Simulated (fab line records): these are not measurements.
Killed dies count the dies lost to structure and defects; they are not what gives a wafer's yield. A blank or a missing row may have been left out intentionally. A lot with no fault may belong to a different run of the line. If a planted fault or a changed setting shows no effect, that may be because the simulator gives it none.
Chamber matching	flow n5-finfet	N5_SD_EPI_N_ETCHBACK_44 on rie-diel-02 has 4 sister chambers
The step etches SiNx in CH3F/O2, stops on SiO2, target depth 14.5 nm. 20 wafers are shown with their chamber, then 10 later ones without.

== EACH WAFER AND ITS CHAMBER ==
wafer	chamber	showerhead-plenum-p-Torr (Torr)	throttle-valve-pct (%)	drypump-motor-current-A (A)
L075.2	1	2.07	16.48	5.87
L075.3	0	1.99	16.24	5.59
L075.4	3	1.99	16.74	5.56
L078.2	0	1.99	16.27	5.63
L078.3	1	2.07	16.49	5.87
L078.6	3	1.99	16.74	5.57
L080.2	1	2.07	16.52	5.86
L080.3	2	1.99	16.29	5.38
L080.6	2	1.99	16.30	5.40
L081.1	2	1.99	16.30	5.32
L081.3	3	1.99	16.76	5.56
L081.6	1	2.07	16.50	5.89
L084.2	3	1.99	16.77	5.57
L084.3	2	1.98	16.30	5.41
L084.6	0	1.99	16.29	5.60
L085.1	2	1.98	16.30	5.42
L085.2	1	2.06	16.52	5.85
L085.3	0	1.99	16.30	5.59
L086.3	0	1.99	16.32	5.60
L086.5	1	2.06	16.53	5.85

SIGNATURES, as means of the wafers listed above
reading	chamber 0	chamber 1	chamber 2	chamber 3	scatter within a chamber
showerhead-plenum-p-Torr	1.9900	2.0667	1.9860	1.9900	0.00398
throttle-valve-pct	16.2840	16.5067	16.2980	16.7525	0.02
drypump-motor-current-A	5.6020	5.8650	5.3860	5.5650	0.0233
Rule: distance of a wafer from a chamber = root of the sum over the readings of ((wafer's reading minus chamber's mean) / reading's scatter) squared. If the next closest chamber is less than 2 further off than the closest, the wafer can't be placed; otherwise it belongs to the closest. The scatter: take each reading less its chamber's mean, square it, sum over the shown wafers, divide by the number of wafers less the number of chambers, and take the root.

== WAFERS WITHOUT THEIR CHAMBER ==
wafer	showerhead-plenum-p-Torr (Torr)	throttle-valve-pct (%)	drypump-motor-current-A (A)
L086.6	1.99	16.33	5.59
L087.3	1.98	16.80	5.58
L087.4	1.98	16.32	5.60
L087.5	2.06	16.54	5.87
L088.1	1.98	16.31	5.60
L088.4	1.98	16.80	5.56
L088.5	1.98	16.34	5.41
L094.1	1.98	16.35	5.62
L094.2	1.98	16.82	5.54
L094.4	2.06	16.56	5.85

== THE CHAMBER EACH PASSED THROUGH ==
wafer	from the rows above	in truth
L086.6	0	0
L087.3	3	3
L087.4	0	0
L087.5	1	1
L088.1	0	0
L088.4	3	3
L088.5	2	2
L094.1	0	0
L094.2	3	3
L094.4	1	1
10 of 10 placed correctly. Left unplaced by these rows: 0. Placed wrongly: 0.
